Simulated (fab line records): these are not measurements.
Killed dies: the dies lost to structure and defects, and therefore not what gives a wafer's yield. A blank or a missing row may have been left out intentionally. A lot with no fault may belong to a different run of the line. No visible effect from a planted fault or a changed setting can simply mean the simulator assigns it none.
fab line records	flow n5-finfet
[record] lots = 24	wafers = 72	last-day = 20
route steps=1938 shown BEOL_M0_CUTY@713 BEOL_M0@748 BEOL_M1@766
lots with no fault: from the same line, run without faults
start-h: hours from the record's opening day to when the first of the lot's shown wafers began	wait-h: hours elapsed since this lot's preceding step	" the same as in the row above	L1.1+2: one row covering several wafers at once	- no value, or no start was given	* or withheld: withheld	< > ~ a bound
route shown NAME@n: a module of which the file shows steps, and the number in the route of the first	usual: the fault-free wafers' mean and standard deviation	same: alike in all rows	chamber/n: place in a boat	sites: the reading at each site	_std_site: standard deviation of those values	_edge_site: the outer-site mean with the inner-site mean subtracted	radius-mm: how far each site lies from the wafer's centre	mask NAME#n: copy n	behind: the most recent tool/chamber to have shaped the wafer	hold: why the lot was held/for how many hours/how that ended	device: transistor that didn't switch, given as n, p or np	end of line: tests of these same wafers at the route's end	for a step that has no rows: nothing shown but its recipe	killed: not the wafer's yield, but the dies lost to structure and defects at the first sort	map: the dies of a wafer, with x for killed, . for not killed, _ for no die there
set.NAME: the setting as run; set.NAME@STEP: as run at that earlier step	model.NAME: the simulator's own value behind a step, which no gauge read
steps of the route over a sample of lots; a table a step, a row a wafer
services: when a tool's chamber went out of use (start-h, in hours from the record's first day, below 0 if earlier), for how many hours, and the reason
[[steps]]
[step N5_BEOL_M0_CUTY_ETCH_63]
[recipe] chemistry = N2/H2	target = SOC	target-depth-a = 827	overetch-a = 165	mask-material = SiARC	temp-c = 40	ion-energy-ev = 200	time-s = 124	pressure-mtorr = 30	source-w = 840	bias-w = 150	n2-flow-sccm = 200	h2-flow-sccm = 200
[usual] drypump-motor-current-A = 5.7/0.4	oes-product-au = 0.62/0.047	rf-vpp-V = 523.5/2.6	showerhead-plenum-p-Torr = 2.52/0.097	throttle-valve-pct = 17.80/0.19
lot.wafer	tool	chamber	start-h	wait-h	drypump-motor-current-A	oes-product-au	rf-hours-counter-h	rf-vpp-V	showerhead-plenum-p-Torr	throttle-valve-pct
L074.2	rie-diel-04	2	116.04	0.0	5.6	0.76	11	526.8	2.59	17.81
L074.3	"	0	"	"	5.8	0.64	112	522.9	2.57	17.55
L074.5	"	0	"	"	5.8	0.65	-	524.7	2.57	17.54
L075.3	rie-diel-04	3	120.83	0.0	5.5	0.65	128	522.9	2.43	17.67
L075.5	"	2	"	"	5.6	0.76	-	525.0	2.59	17.82
L075.6	"	1	"	"	6.1	0.62	-	521.0	2.44	18.03
L076.1	rie-diel-01	0	126.86	0.0	6.2	0.57	217	525.8	2.60	17.86
L076.4	"	3	"	"	5.1	0.65	120	521.8	2.42	17.68
L076.5	"	0	"	"	6.2	0.58	-	525.5	2.60	17.87
L077.1	rie-diel-05	1	131.77	0.0	6.2	0.65	117	524.0	2.53	17.95
L077.4	"	0	"	"	5.1	0.61	169	519.4	2.44	17.77
L077.5	"	2	"	"	5.2	0.59	-	526.3	2.59	17.58
L078.1	rie-diel-01	2	134.77	0.0	5.1	0.59	193	523.3	2.55	18.27
L078.3	"	3	"	"	5.0	0.64	122	522.1	2.42	17.70
L078.6	"	0	"	"	6.2	0.56	-	526.3	2.60	17.86
L079.1	rie-diel-04	1	141.33	0.0	6.2	0.61	167	521.7	2.44	18.05
L079.4	"	2	"	"	5.6	0.74	20	525.5	2.59	17.83
L079.6	"	2	"	"	5.6	0.74	-	525.1	2.59	17.84
L080.1	rie-diel-05	1	152.45	0.0	6.2	0.64	125	524.5	2.53	17.97
L080.3	"	3	"	"	5.5	0.57	221	520.5	2.37	17.51
L080.6	"	1	"	"	6.2	0.64	-	523.9	2.52	17.97
L081.2	rie-diel-05	2	156.59	0.0	5.3	0.58	211	526.4	2.58	17.57
L081.3	"	0	"	"	5.2	0.62	179	521.7	2.43	17.78
L081.4	"	1	"	"	6.2	0.64	127	524.6	2.52	17.97
L082.2	rie-diel-01	2	159.49	0.0	5.1	0.59	199	524.4	2.55	18.28
L082.4	"	1	"	"	5.8	0.67	102	527.6	2.70	17.74
L082.5	"	1	"	"	5.8	0.67	-	527.5	2.70	17.72
L083.2	rie-diel-04	1	169.96	0.0	6.2	0.60	173	521.2	2.43	18.04
L083.5	"	3	"	"	5.5	0.63	-	521.2	2.43	17.73
L083.6	"	0	"	"	5.9	0.64	-	522.4	2.57	17.57
L084.1	rie-diel-01	0	173.02	0.0	6.3	0.56	232	526.5	2.59	17.88
L084.4	"	1	"	"	5.8	0.66	-	525.8	2.70	17.75
L084.6	"	0	"	"	6.2	0.56	-	525.4	2.59	17.88
L085.1	rie-diel-01	1	178.10	0.0	5.8	0.65	108	527.7	2.70	17.73
L085.2	"	3	"	"	5.0	0.64	134	521.1	2.42	17.71
L085.4	"	0	"	"	6.3	0.56	-	527.1	2.59	17.88
L086.2	rie-diel-01	1	184.66	0.0	5.8	0.66	112	528.7	2.69	17.72
L086.4	"	3	"	"	5.0	0.64	-	521.1	2.41	17.72
L086.6	"	1	"	"	5.8	0.66	-	526.6	2.69	17.75
L087.1	rie-diel-05	2	193.61	0.0	5.2	0.58	224	526.4	2.58	17.62
L087.2	"	0	"	"	5.1	0.61	192	521.6	2.43	17.81
L087.4	"	3	"	"	5.5	0.56	237	520.6	2.37	17.55
L088.1	rie-diel-04	2	195.52	0.0	5.6	0.72	34	526.1	2.58	17.86
L088.2	"	1	"	"	6.1	0.60	181	521.7	2.43	18.06
L088.6	"	1	"	"	6.1	0.60	-	521.1	2.43	18.07
L089.1	rie-diel-04	1	206.56	0.0	6.1	0.60	185	522.3	2.43	18.06
L089.2	"	2	"	"	5.6	0.71	37	524.4	2.58	17.85
L089.6	"	0	"	"	5.8	0.63	-	521.7	2.56	17.58
L090.1	rie-diel-01	3	209.88	0.0	5.1	0.63	146	522.0	2.41	17.73
L090.3	"	2	"	"	5.1	0.58	209	523.3	2.54	18.29
L090.5	"	0	"	"	6.2	0.56	-	525.8	2.59	17.90
L091.1	rie-diel-05	3	215.84	0.0	5.5	0.56	242	518.8	2.37	17.55
L091.4	"	2	"	"	5.3	0.57	229	526.9	2.57	17.62
L091.5	"	1	"	"	6.2	0.63	-	523.8	2.52	17.99
L092.1	rie-diel-05	3	221.19	0.0	5.5	0.56	243	520.0	2.36	17.55
L092.3	"	2	"	"	5.2	0.57	230	527.9	2.57	17.61
L092.5	"	2	"	"	5.3	0.57	-	527.2	2.57	17.63
L093.3	rie-diel-05	1	230.07	0.0	6.1	0.63	150	523.5	2.51	18.01
L093.4	"	0	"	"	5.2	0.61	202	519.3	2.42	17.82
L093.6	"	1	"	"	6.1	0.63	-	523.3	2.51	18.01
L094.4	rie-diel-04	0	230.52	0.0	5.8	0.62	144	523.0	2.56	17.59
L094.5	"	2	"	"	5.6	0.70	-	524.4	2.58	17.88
L094.6	"	3	"	"	5.5	0.62	-	521.1	2.42	17.74
L095.2	rie-diel-01	2	238.61	0.0	5.1	0.57	222	522.6	2.54	18.31
L095.4	"	1	"	"	5.8	0.64	-	526.5	2.68	17.78
L095.5	"	2	"	"	5.1	0.58	-	524.4	2.54	18.31
L096.2	rie-diel-04	0	252.03	0.0	5.8	0.62	152	524.3	2.55	17.61
L096.3	"	3	"	"	5.4	0.61	168	520.1	2.42	17.75
L096.4	"	2	"	"	5.6	0.70	52	525.1	2.57	17.88
L097.1	rie-diel-04	2	257.30	0.0	5.6	0.70	54	525.2	2.57	17.89
L097.4	"	1	"	"	6.2	0.59	201	520.4	2.42	18.09
L097.6	"	1	"	"	6.1	0.58	-	520.1	2.42	18.10
[step N5_BEOL_M0_DEP_125]
[recipe] material = SiCN	target-thk-a = 80	temp-c = withheld	precursor = 3MS/NH3	pressure-torr = 3	rf-w = 202	time-s = 14
[usual] showerhead-plenum-p-Torr = 3.671/0.015	throttle-valve-pct = 9.3/0.77
lot.wafer	tool	chamber	start-h	wait-h	showerhead-plenum-p-Torr	throttle-valve-pct
L074.2	pecvd-02	0	123.11	0.0	3.677	9.0
L074.3	"	1	"	"	3.665	9.4
L074.5	"	1	"	"	3.671	9.3
L075.3	pecvd-03	2	125.64	0.0	3.658	8.8
L075.5	"	2	"	"	3.641	9.0
L075.6	"	0	"	"	3.685	10.4
L076.1	pecvd-02	1	131.65	0.0	3.664	9.5
L076.4	"	1	"	"	3.659	9.2
L076.5	"	0	"	"	3.682	9.2
L077.1	pecvd-03	2	141.27	0.0	3.647	9.0
L077.4	"	1	"	"	3.669	8.6
L077.5	"	0	"	"	3.682	10.2
L078.1	pecvd-02	0	141.69	0.0	3.687	8.7
L078.3	"	2	"	"	3.678	8.8
L078.6	"	2	"	"	3.683	8.4
L079.1	pecvd-03	2	148.85	0.0	3.652	8.8
L079.4	"	1	"	"	3.675	8.7
L079.6	"	0	"	"	3.679	10.3
L081.2	pecvd-04	0	168.62	0.0	3.701	9.3
L081.3	"	2	"	"	3.645	8.8
L081.4	"	1	"	"	3.665	11.1
L080.1	pecvd-03	0	169.19	0.0	3.681	10.3
L080.3	"	2	"	"	3.652	8.9
L080.6	"	0	"	"	3.693	10.1
L082.2	pecvd-02	2	171.38	0.0	3.681	8.9
L082.4	"	0	"	"	3.674	8.9
L082.5	"	1	"	"	3.669	9.3
L083.2	pecvd-03	2	178.66	0.0	3.643	8.8
L083.5	"	2	"	"	3.657	8.9
L083.6	"	1	"	"	3.677	8.7
L084.1	pecvd-04	0	178.84	0.0	3.688	9.2
L084.4	"	2	"	"	3.642	8.7
L084.6	"	0	"	"	3.696	9.0
L085.1	pecvd-04	2	185.80	0.0	3.643	8.9
L085.2	"	1	"	"	3.659	11.1
L085.4	"	2	"	"	3.648	8.6
L086.2	pecvd-04	1	190.70	0.0	3.653	10.9
L086.4	"	2	"	"	3.637	8.7
L086.6	"	1	"	"	3.656	10.7
L087.1	pecvd-02	2	199.00	0.0	3.684	8.8
L087.2	"	1	"	"	3.668	9.1
L087.4	"	0	"	"	3.684	9.1
L088.1	pecvd-02	2	200.46	0.0	3.676	8.3
L088.2	"	1	"	"	3.662	9.1
L088.6	"	2	"	"	3.683	8.6
L089.1	pecvd-02	1	211.69	0.0	3.671	9.3
L089.2	"	0	"	"	3.677	9.0
L089.6	"	1	"	"	3.658	9.7
L090.1	pecvd-02	0	216.49	0.0	3.682	9.2
L090.3	"	0	"	"	3.690	9.3
L090.5	"	1	"	"	3.659	9.6
L091.1	pecvd-02	1	220.15	0.0	3.668	9.6
L091.4	"	1	"	"	3.658	9.6
L091.5	"	1	"	"	3.670	9.4
L092.1	pecvd-04	1	225.85	0.0	3.675	11.1
L092.3	"	2	"	"	3.635	8.8
L092.5	"	1	"	"	3.672	11.0
L093.3	pecvd-02	2	236.94	0.0	3.673	8.2
L093.4	"	2	"	"	3.678	8.0
L093.6	"	1	"	"	3.667	9.4
L094.4	pecvd-02	2	237.29	0.0	3.685	7.9
L094.5	"	1	"	"	3.663	9.5
L094.6	"	0	"	"	3.675	9.1
L095.2	pecvd-03	2	249.00	0.0	3.648	8.9
L095.4	"	0	"	"	3.680	10.5
L095.5	"	1	"	"	3.679	8.6
L096.2	pecvd-04	1	257.41	0.0	3.665	11.3
L096.3	"	2	"	"	3.647	9.0
L096.4	"	0	"	"	3.689	9.1
L097.1	pecvd-04	1	266.79	0.0	3.672	10.9
L097.4	"	1	"	"	3.666	11.1
L097.6	"	0	"	"	3.689	9.5
[step N5_BEOL_M1_INSPECT_13]
[recipe] mode = adi	inspect-instrument = brightfield
[usual] raw-defect-count = 387/90
lot.wafer	tool	chamber	start-h	wait-h	raw-defect-count
L074.2	defect-inspect-02	-	125.23	0.0	362
L074.3	"	-	"	"	338
L074.5	"	-	"	"	548
L075.3	defect-inspect-01	-	128.47	0.0	366
L075.5	"	-	"	"	320
L075.6	"	-	"	"	443
L076.1	defect-inspect-01	-	134.25	0.1	466
L076.4	"	-	"	"	484
L076.5	"	-	"	"	508
L077.1	defect-inspect-01	-	142.81	0.1	360
L077.4	"	-	"	"	387
L077.5	"	-	"	"	333
L078.1	defect-inspect-02	-	143.12	0.1	419
L078.3	"	-	"	"	328
L078.6	"	-	"	"	261
L079.1	defect-inspect-02	-	150.17	0.1	373
L079.4	"	-	"	"	384
L079.6	"	-	"	"	374
L081.2	defect-inspect-02	-	170.45	0.0	352
L081.3	"	-	"	"	340
L081.4	"	-	"	"	461
L080.1	defect-inspect-02	-	171.33	0.1	354
L080.3	"	-	"	"	408
L080.6	"	-	"	"	423
L082.2	defect-inspect-02	-	172.86	0.0	409
L082.4	"	-	"	"	447
L082.5	"	-	"	"	286
L083.2	defect-inspect-02	-	179.76	0.0	354
L083.5	"	-	"	"	367
L083.6	"	-	"	"	436
L084.1	defect-inspect-02	-	180.52	0.1	242
L084.4	"	-	"	"	329
L084.6	"	-	"	"	254
L085.1	defect-inspect-02	-	188.51	0.1	306
L085.2	"	-	"	"	293
L085.4	"	-	"	"	495
L086.2	defect-inspect-02	-	192.42	0.0	287
L086.4	"	-	"	"	348
L086.6	"	-	"	"	381
L087.1	defect-inspect-02	-	202.30	0.1	603
L087.2	"	-	"	"	519
L087.4	"	-	"	"	569
L088.1	defect-inspect-02	-	202.56	0.1	212
L088.2	"	-	"	"	208
L088.6	"	-	"	"	261
L089.1	defect-inspect-02	-	213.45	0.1	319
L089.2	"	-	"	"	292
L089.6	"	-	"	"	244
L090.1	defect-inspect-02	-	218.07	0.1	378
L090.3	"	-	"	"	384
L090.5	"	-	"	"	385
L091.1	defect-inspect-02	-	223.82	0.1	394
L091.4	"	-	"	"	306
L091.5	"	-	"	"	515
L092.1	defect-inspect-02	-	227.65	0.1	401
L092.3	"	-	"	"	519
L092.5	"	-	"	"	481
L093.3	defect-inspect-02	-	240.72	0.0	287
L093.4	"	-	"	"	189
L093.6	"	-	"	"	284
L094.4	defect-inspect-02	-	240.95	0.0	374
L094.5	"	-	"	"	381
L094.6	"	-	"	"	292
L095.2	defect-inspect-02	-	250.95	0.0	460
L095.4	"	-	"	"	375
L095.5	"	-	"	"	517
L096.2	defect-inspect-02	-	258.56	0.0	422
L096.3	"	-	"	"	402
L096.4	"	-	"	"	464
L097.1	defect-inspect-01	-	268.45	0.1	387
L097.4	"	-	"	"	289
L097.6	"	-	"	"	284
[step N5_BEOL_M1_STRIP_36]
[recipe] chemistry = N2/H2	power-w = 450	temp-c = 40	pressure-mtorr = 20	rf-frequency-hz = 6e+07	overash-fraction = 0.3	bias-power-w = 7	h2-frac = 0.5	n2-flow-sccm = 200	h2-flow-sccm = 200
[usual] drypump-motor-current-A = 5.6/0.33	oes-product-au = 0.79/0.074	rf-vpp-V = 59.1/1.4	showerhead-plenum-p-Torr = 2.52/0.091	throttle-valve-pct = 23.61/0.28
lot.wafer	tool	chamber	start-h	wait-h	drypump-motor-current-A	oes-product-au	rf-hours-counter-h	rf-vpp-V	showerhead-plenum-p-Torr	throttle-valve-pct
L074.2	rie-diel-02	2	128.32	0.0	5.6	0.74	164	58.1	2.51	23.53
L074.3	"	1	"	"	5.4	0.89	49	58.0	2.68	23.32
L074.5	"	0	"	"	5.5	0.83	-	56.3	2.48	23.69
L075.3	rie-diel-06	0	141.66	0.0	5.5	0.98	7	60.1	2.49	23.33
L075.5	"	1	"	"	5.4	0.87	-	60.4	2.56	23.20
L075.6	"	2	"	"	5.8	0.81	-	58.3	2.37	23.86
L076.1	rie-diel-06	0	142.13	0.0	5.5	0.97	7	57.1	2.49	23.32
L076.4	"	1	"	"	5.3	0.86	54	61.0	2.56	23.21
L076.5	"	1	"	"	5.4	0.86	-	59.2	2.56	23.20
L077.1	rie-diel-06	3	145.60	0.0	5.8	0.70	190	59.8	2.52	23.53
L077.4	"	1	"	"	5.4	0.86	54	58.6	2.56	23.22
L077.5	"	0	"	"	5.5	0.96	-	60.2	2.49	23.35
L078.1	rie-diel-02	3	147.37	0.0	5.7	0.74	188	58.5	2.41	23.52
L078.3	"	2	"	"	5.6	0.74	170	61.7	2.51	23.55
L078.6	"	3	"	"	5.7	0.74	-	59.4	2.41	23.49
L079.1	rie-diel-02	0	151.89	0.0	5.5	0.82	92	59.0	2.48	23.69
L079.4	"	3	"	"	5.6	0.74	189	59.6	2.41	23.52
L079.6	"	0	"	"	5.5	0.82	-	57.6	2.48	23.73
L081.2	rie-diel-06	1	176.83	0.0	5.4	0.86	63	58.4	2.56	23.24
L081.3	"	0	"	"	5.5	0.94	17	59.6	2.49	23.34
L081.4	"	3	"	"	5.8	0.71	195	60.2	2.52	23.56
L080.1	rie-diel-02	0	183.69	0.0	5.5	0.83	100	58.8	2.47	23.73
L080.3	"	1	"	"	5.4	0.86	64	60.7	2.67	23.35
L080.6	"	0	"	"	5.5	0.81	-	56.9	2.47	23.70
L082.2	rie-diel-06	2	183.79	0.0	5.9	0.79	104	58.7	2.36	23.85
L082.4	"	3	"	"	5.8	0.71	196	59.8	2.52	23.57
L082.5	"	2	"	"	5.8	0.82	-	58.3	2.36	23.85
L083.2	rie-diel-03	2	184.28	0.0	5.4	0.68	219	58.8	2.61	23.74
L083.5	"	0	"	"	6.0	0.87	-	60.0	2.62	24.13
L083.6	"	1	"	"	6.5	0.77	-	60.0	2.53	23.36
L084.1	rie-diel-02	2	191.41	0.0	5.5	0.74	179	60.6	2.51	23.57
L084.4	"	0	"	"	5.5	0.81	102	57.5	2.47	23.72
L084.6	"	0	"	"	5.5	0.81	-	57.9	2.47	23.72
L085.1	rie-diel-06	2	194.01	0.0	5.9	0.80	108	57.6	2.36	23.84
L085.2	"	3	"	"	5.8	0.71	200	57.4	2.52	23.57
L085.4	"	1	"	"	5.3	0.87	67	58.5	2.55	23.20
L087.1	rie-diel-02	3	208.52	0.0	5.7	0.73	204	59.4	2.40	23.53
L087.2	"	2	"	"	5.5	0.74	183	61.4	2.51	23.57
L087.4	"	0	"	"	5.5	0.80	107	58.4	2.47	23.74
L088.1	rie-diel-03	1	208.55	0.0	6.5	0.77	160	59.4	2.53	23.37
L088.2	"	0	"	"	6.0	0.87	40	60.0	2.62	24.14
L088.6	"	0	"	"	6.0	0.88	-	58.4	2.62	24.15
L086.2	rie-diel-06	3	218.14	0.0	5.8	0.71	205	60.3	2.51	23.57
L086.4	"	0	"	"	5.5	0.92	27	58.7	2.49	23.34
L086.6	"	2	"	"	5.9	0.78	-	60.2	2.36	23.86
L089.1	rie-diel-03	0	226.24	0.0	6.0	0.85	47	59.3	2.62	24.15
L089.2	"	1	"	"	6.5	0.76	167	61.0	2.52	23.39
L089.6	"	3	"	"	4.9	0.75	-	59.0	2.63	24.21
L090.1	rie-diel-03	2	241.61	0.0	5.4	0.66	235	59.2	2.60	23.76
L090.3	"	1	"	"	6.5	0.77	170	60.8	2.52	23.41
L090.5	"	3	"	"	4.9	0.74	-	59.4	2.63	24.20
L091.1	rie-diel-06	3	241.65	0.0	5.8	0.70	211	61.5	2.51	23.55
L091.4	"	2	"	"	5.8	0.79	119	58.9	2.36	23.88
L091.5	"	1	"	"	5.4	0.83	-	61.0	2.55	23.25
L092.1	rie-diel-03	3	249.85	0.0	4.9	0.73	186	57.3	2.63	24.19
L092.3	"	1	"	"	6.5	0.76	171	59.5	2.52	23.39
L092.5	"	2	"	"	5.4	0.66	-	59.1	2.60	23.75
L093.3	rie-diel-02	1	262.02	0.0	5.4	0.84	89	59.6	2.66	23.36
L093.4	"	0	"	"	5.5	0.80	121	59.6	2.47	23.76
L093.6	"	0	"	"	5.5	0.80	-	58.7	2.47	23.74
L094.4	rie-diel-03	3	262.20	0.0	4.9	0.73	191	58.4	2.63	24.20
L094.5	"	1	"	"	6.5	0.76	-	57.3	2.52	23.40
L094.6	"	2	"	"	5.4	0.66	-	59.3	2.60	23.75
L096.2	rie-diel-02	3	271.53	0.0	5.7	0.72	224	57.5	2.39	23.56
L096.3	"	1	"	"	5.4	0.83	92	60.1	2.66	23.38
L096.4	"	2	"	"	5.5	0.73	205	58.1	2.50	23.57
L095.2	rie-diel-06	3	279.50	0.0	5.8	0.68	223	58.6	2.51	23.58
L095.4	"	2	"	"	5.8	0.77	131	60.7	2.35	23.88
L095.5	"	2	"	"	5.9	0.77	-	57.3	2.35	23.88
L097.1	rie-diel-06	3	288.40	0.0	5.8	0.68	226	61.4	2.50	23.57
L097.4	"	2	"	"	5.8	0.77	133	57.6	2.35	23.89
L097.6	"	1	"	"	5.4	0.82	-	60.3	2.54	23.27
[step N5_BEOL_M1_OCD_MEAS_38]
[usual] trench-depth-nm = 54.7/1.4
lot.wafer	tool	chamber	start-h	wait-h	trench-depth-nm
L074.2	ocd-01	-	128.52	-	56.2
L074.3	"	-	"	"	57.9
L074.5	"	-	"	"	53.5
L075.3	ocd-02	-	141.86	-	56.2
L075.5	"	-	"	"	55.9
L075.6	"	-	"	"	53.4
L076.1	ocd-02	-	142.33	-	55.7
L076.4	"	-	"	"	54.6
L076.5	"	-	"	"	54.5
L077.1	ocd-01	-	145.80	-	54.7
L077.4	"	-	"	"	54.7
L077.5	"	-	"	"	56.9
L078.1	ocd-01	-	147.57	-	52.8
L078.3	"	-	"	"	56.1
L078.6	"	-	"	"	52.3
L079.1	ocd-01	-	152.08	-	53.2
L079.4	"	-	"	"	53.2
L079.6	"	-	"	"	53.0
L081.2	ocd-01	-	177.04	-	55.0
L081.3	"	-	"	"	55.9
L081.4	"	-	"	"	54.8
L080.1	ocd-02	-	183.89	-	53.8
L080.3	"	-	"	"	56.7
L080.6	"	-	"	"	52.9
L082.2	ocd-02	-	183.98	-	52.7
L082.4	"	-	"	"	55.8
L082.5	"	-	"	"	53.2
L083.2	ocd-02	-	184.47	-	54.8
L083.5	"	-	"	"	54.1
L083.6	"	-	"	"	55.3
L084.1	ocd-02	-	191.61	-	55.7
L084.4	"	-	"	"	53.3
L084.6	"	-	"	"	53.2
L085.1	ocd-02	-	194.20	-	53.2
L085.2	"	-	"	"	55.3
L085.4	"	-	"	"	55.8
L087.1	ocd-01	-	208.71	-	52.9
L087.2	"	-	"	"	56.6
L087.4	"	-	"	"	53.3
L088.1	ocd-02	-	208.75	-	55.8
L088.2	"	-	"	"	53.5
L088.6	"	-	"	"	53.1
L086.2	ocd-01	-	218.34	-	54.4
L086.4	"	-	"	"	55.0
L086.6	"	-	"	"	52.5
L089.1	ocd-02	-	226.44	-	52.6
L089.2	"	-	"	"	54.4
L089.6	"	-	"	"	55.6
L090.1	ocd-02	-	241.81	-	54.3
L090.3	"	-	"	"	54.7
L090.5	"	-	"	"	55.5
L091.1	ocd-01	-	241.84	-	54.9
L091.4	"	-	"	"	53.5
L091.5	"	-	"	"	55.1
L092.1	ocd-02	-	250.04	-	55.3
L092.3	"	-	"	"	54.7
L092.5	"	-	"	"	53.6
L093.3	ocd-01	-	262.21	-	56.8
L093.4	"	-	"	"	55.0
L093.6	"	-	"	"	55.1
L094.4	ocd-02	-	262.40	-	56.3
L094.5	"	-	"	"	55.2
L094.6	"	-	"	"	53.8
L096.2	ocd-02	-	271.72	-	52.3
L096.3	"	-	"	"	57.3
L096.4	"	-	"	"	56.1
L095.2	ocd-01	-	279.70	-	54.9
L095.4	"	-	"	"	54.8
L095.5	"	-	"	"	53.9
L097.1	ocd-02	-	288.60	-	54.1
L097.4	"	-	"	"	53.7
L097.6	"	-	"	"	54.7
[step N5_BEOL_M1_ANNEAL_49]
[recipe] temp-c = 400	time-s = 240	ambient = vacuum
[usual] heater-power-w = 810/56
lot.wafer	tool	chamber	start-h	wait-h	heater-power-w
L074.2	pvd-sputter-01	-	129.87	0.0	852
L074.3	"	-	"	"	918
L074.5	"	-	"	"	744
L075.3	pvd-sputter-02	-	143.69	0.0	752
L075.5	"	-	"	"	755
L075.6	"	-	"	"	802
L076.1	pvd-sputter-03	-	144.04	0.0	819
L076.4	"	-	"	"	853
L076.5	"	-	"	"	843
L077.1	pvd-sputter-02	-	146.82	0.0	864
L077.4	"	-	"	"	798
L077.5	"	-	"	"	831
L078.1	pvd-sputter-03	-	150.18	0.0	834
L078.3	"	-	"	"	805
L078.6	"	-	"	"	888
L079.1	pvd-sputter-03	-	154.18	0.0	838
L079.4	"	-	"	"	794
L079.6	"	-	"	"	809
L081.2	pvd-sputter-02	-	179.46	0.0	752
L081.3	"	-	"	"	774
L081.4	"	-	"	"	714
L080.1	pvd-sputter-03	-	185.02	0.0	810
L080.3	"	-	"	"	824
L080.6	"	-	"	"	783
L082.2	pvd-sputter-02	-	185.11	0.0	790
L082.4	"	-	"	"	709
L082.5	"	-	"	"	855
L083.2	pvd-sputter-02	-	186.99	0.0	883
L083.5	"	-	"	"	849
L083.6	"	-	"	"	770
L084.1	pvd-sputter-03	-	192.82	0.0	830
L084.4	"	-	"	"	792
L084.6	"	-	"	"	850
L085.1	pvd-sputter-02	-	195.66	0.0	781
L085.2	"	-	"	"	752
L085.4	"	-	"	"	705
L087.1	pvd-sputter-02	-	210.36	0.0	824
L087.2	"	-	"	"	864
L087.4	"	-	"	"	706
L088.1	pvd-sputter-01	-	210.49	0.0	861
L088.2	"	-	"	"	846
L088.6	"	-	"	"	903
L086.2	pvd-sputter-02	-	219.43	0.0	728
L086.4	"	-	"	"	762
L086.6	"	-	"	"	697
L089.1	pvd-sputter-02	-	227.79	0.0	717
L089.2	"	-	"	"	787
L089.6	"	-	"	"	780
L090.1	pvd-sputter-01	-	243.05	0.0	843
L090.3	"	-	"	"	920
L090.5	"	-	"	"	846
L091.1	pvd-sputter-03	-	243.46	0.0	864
L091.4	"	-	"	"	786
L091.5	"	-	"	"	762
L092.1	pvd-sputter-02	-	251.92	0.0	758
L092.3	"	-	"	"	850
L092.5	"	-	"	"	796
L093.3	pvd-sputter-03	-	263.46	0.0	836
L093.4	"	-	"	"	800
L093.6	"	-	"	"	825
L094.4	pvd-sputter-02	-	263.68	0.0	732
L094.5	"	-	"	"	758
L094.6	"	-	"	"	863
L096.2	pvd-sputter-03	-	274.66	0.0	868
L096.3	"	-	"	"	835
L096.4	"	-	"	"	811
L095.2	pvd-sputter-01	-	280.74	0.0	890
L095.4	"	-	"	"	851
L095.5	"	-	"	"	852
L097.1	pvd-sputter-02	-	289.71	0.0	865
L097.4	"	-	"	"	701
L097.6	"	-	"	"	760
[[services]]
tool	chamber	start-h	hours	kind
pvd-sputter-03	-	99.50	1.7	repair
rie-diel-02	2	105.66	4.1	repair
pecvd-02	-	107.90	2.6	repair
rie-diel-02	0	109.46	16.2	repair
rie-diel-02	3	114.40	6.5	repair
rie-diel-03	1	114.46	10.7	repair
pecvd-03	0	133.11	3.9	repair
pecvd-04	-	137.39	14.6	pm
rie-diel-03	3	139.89	3.5	repair
rie-diel-02	2	162.48	6.6	repair
pecvd-04	-	162.72	5.5	pm
rie-diel-06	3	163.11	4.1	repair
rie-diel-01	2	171.91	16.9	repair
pecvd-02	-	189.15	0.8	pm
rie-diel-04	2	196.85	3.7	repair
rie-diel-03	3	200.07	23.7	repair
pecvd-02	1	206.22	2.9	repair
rie-diel-03	2	220.43	3.6	repair
rie-diel-02	3	230.01	2.4	repair
rie-diel-02	0	252.10	6.5	repair
rie-diel-04	0	268.44	10.6	repair
pecvd-02	-	270.32	28.1	pm
rie-diel-04	3	273.77	2.0	repair
rie-diel-05	1	286.76	30.4	repair
[[key]]
fault none
